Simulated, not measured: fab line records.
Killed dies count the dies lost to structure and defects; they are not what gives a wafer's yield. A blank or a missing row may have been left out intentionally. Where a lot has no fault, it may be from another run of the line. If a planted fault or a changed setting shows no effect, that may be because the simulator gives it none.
Which tool is to blame?    flow n5_finfet    route of 1938 steps, sampled at 1 step: 11 lots, 30 wafers

## WHAT THE GAUGES SHOWED, per wafer
N5_BEOL_M15_OVL_MEAS_29.
lot   measured      on          M15_OVL (nm)
L787  day 12 06:00  overlay-02  6 6 -2
L788  day 12 09:33  overlay-02  7 -1 -2
L789  day 12 17:36  overlay-01  7 6 3
L793  day 13 17:45  overlay-01  3 7
L795  day 14 10:33  overlay-02  -3 -8 -4
L796  day 14 16:40  overlay-02  4 11
L801  day 16 01:45  overlay-02  7 10 8
L804  day 16 06:25  overlay-01  8 12 12
L807  day 17 05:54  overlay-02  4 4 2
L806  day 17 21:06  overlay-02  -5 2
L808  day 18 14:07  overlay-02  -1 2 3

## TOOL THAT RAN EACH LOT (tool first, then ch and the chambers of the sampled wafers, then the start)
The record shows no process step preceding these readings.

## THE ANSWER, worked out from the rows above alone
Rule: the usual values come from the lots themselves. Put in order of their means at a reading, lots are off if they are a third of the lots or fewer, leave a main group of 4 or more, and stand apart from it by a gap of 3 or more times the standard deviation of the main group's means; of several such gaps the widest counts. A main group is skipped when, at the precision printed for the reading in the tables above, its means are all equal. A lot without any number at a reading at which 4 lots or more have one is off too. Where the step has rows for the other lots, those lots are counted as sound.
None of the lots is off at any reading shown; this tells nothing.

## WHAT THE SIMULATOR PUT IN
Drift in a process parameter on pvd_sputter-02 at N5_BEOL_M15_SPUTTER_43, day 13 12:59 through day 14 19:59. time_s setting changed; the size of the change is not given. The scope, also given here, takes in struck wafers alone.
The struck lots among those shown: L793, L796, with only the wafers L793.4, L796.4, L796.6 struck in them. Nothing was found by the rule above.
